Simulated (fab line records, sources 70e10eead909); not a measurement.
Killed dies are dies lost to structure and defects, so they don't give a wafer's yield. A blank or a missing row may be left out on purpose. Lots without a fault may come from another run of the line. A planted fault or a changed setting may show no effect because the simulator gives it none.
Chamber matching | flow nand_harc | NHARC_THIN_TSV_DEP_43 on pecvd-04: 3 sister chambers
The step deposits SiO2, target thk 1328.5 nm. 14 wafers are shown with their chamber, then 7 later ones without.

WAFERS WITH THEIR CHAMBER
wafer  | chamber | showerhead_vpp_V (V) | throttle_valve_pct (%) | chamber_pressure_Torr (Torr)
L713.1 | 0       | 1725                 | 15.6                   | 6.475
L713.4 | 1       | 1973                 | 15.7                   | 6.511
L713.6 | 2       | 1794                 | 16.2                   | 6.500
L719.1 | 1       | 1948                 | 16.0                   | 6.490
L719.2 | 0       | 1736                 | 15.9                   | 6.503
L719.5 | 0       | 1757                 | 15.9                   | 6.499
L717.3 | 1       | 1992                 | 15.9                   | 6.478
L717.4 | 0       | 1721                 | 15.5                   | 6.507
L717.6 | 2       | 1788                 | 16.3                   | 6.510
L720.1 | 1       | 1988                 | 15.6                   | 6.504
L720.2 | 0       | 1744                 | 16.1                   | 6.524
L720.4 | 2       | 1841                 | 16.1                   | 6.501
L725.1 | 2       | 1797                 | 16.3                   | 6.510
L725.3 | 0       | 1697                 | 15.9                   | 6.496

SIGNATURES (means of the wafers above)
reading               | chamber 0 | chamber 1 | chamber 2 | scatter within a chamber
showerhead_vpp_V      | 1730.00   | 1975.25   | 1805.00   | 21.6
throttle_valve_pct    | 15.817    | 15.800    | 16.225    | 0.185
chamber_pressure_Torr | 6.50067   | 6.49575   | 6.50525   | 0.0135
Rule: a wafer's distance from a chamber is the root of the sum, over the readings, of the square of ((its reading less the chamber's mean) divided by the reading's scatter). The wafer belongs to the nearest chamber; if the next one is less than 2 further off, it can't be placed. The scatter: the root of (the sum of the squares of (reading less its chamber's mean) over the shown wafers, divided by (wafers less chambers)).

WAFERS WITHOUT THEIR CHAMBER
wafer  | showerhead_vpp_V (V) | throttle_valve_pct (%) | chamber_pressure_Torr (Torr)
L725.5 | 1732                 | 15.9                   | 6.504
L723.1 | 1744                 | 16.0                   | 6.526
L723.2 | 1959                 | 16.0                   | 6.505
L723.5 | 1813                 | 16.3                   | 6.486
L729.2 | 1793                 | 16.3                   | 6.479
L729.3 | 2001                 | 16.0                   | 6.495
L729.6 | 1999                 | 15.6                   | 6.503

WHICH CHAMBER EACH WENT THROUGH
wafer  | from the rows above     | in truth
L725.5 | 0                       | 0
L723.1 | can't be placed: 0 or 2 | 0
L723.2 | 1                       | 1
L723.5 | 2                       | 2
L729.2 | 2                       | 2
L729.3 | 1                       | 1
L729.6 | 1                       | 1
Placed correctly: 6 of 7. Can't be placed from these rows: 1 (the true chamber is among the candidates in 1). Placed wrongly: 0.
